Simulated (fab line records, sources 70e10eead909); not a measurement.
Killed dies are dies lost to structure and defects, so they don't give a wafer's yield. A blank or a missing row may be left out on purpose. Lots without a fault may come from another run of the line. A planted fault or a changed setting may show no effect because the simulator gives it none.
Chamber matching | flow nand_harc | NHARC_A_STAIRCASE_DEP_325 on pecvd-02: 3 sister chambers
The step deposits SiO2, target thk 7200 nm. 3 wafers are shown with their chamber, then 10 later ones without.

WAFERS WITH THEIR CHAMBER
wafer  | chamber | heater_power_outer_w (W)
L086.5 | 1       | 381
L086.6 | 2       | 288
L087.5 | 0       | 307

WAFERS WITHOUT THEIR CHAMBER
wafer  | heater_power_outer_w (W)
L087.6 | 289
L089.2 | 456
L089.3 | 345
L089.5 | 304
L095.2 | 360
L095.4 | 307
L095.6 | 372
L096.2 | 440
L096.4 | 390
L096.6 | 304

WHICH CHAMBER EACH WENT THROUGH
wafer  | from the rows above          | in truth
L087.6 | can't be placed: 2 or 0      | 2
L089.2 | 1                            | 1
L089.3 | can't be placed: 1 or 0 or 2 | 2
L089.5 | can't be placed: 0 or 2      | 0
L095.2 | can't be placed: 1 or 0 or 2 | 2
L095.4 | can't be placed: 0 or 2      | 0
L095.6 | can't be placed: 1 or 0      | 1
L096.2 | 1                            | 1
L096.4 | 1                            | 1
L096.6 | can't be placed: 0 or 2      | 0
Placed correctly: 3 of 10. Can't be placed from these rows: 7 (the true chamber is among the candidates in 7). Placed wrongly: 0.
How it was worked out, from the rows above alone: a wafer's distance from a chamber is the root of the sum, over the readings, of the square of ((its reading less the chamber's mean) divided by the reading's scatter). The wafer belongs to the nearest chamber; if the next one is less than 2 further off, it can't be placed. A chamber's mean is the mean of its shown wafers. The scatter: with one shown wafer a chamber, the root of the mean of the squares of how far each hidden wafer lies from its nearest shown one.
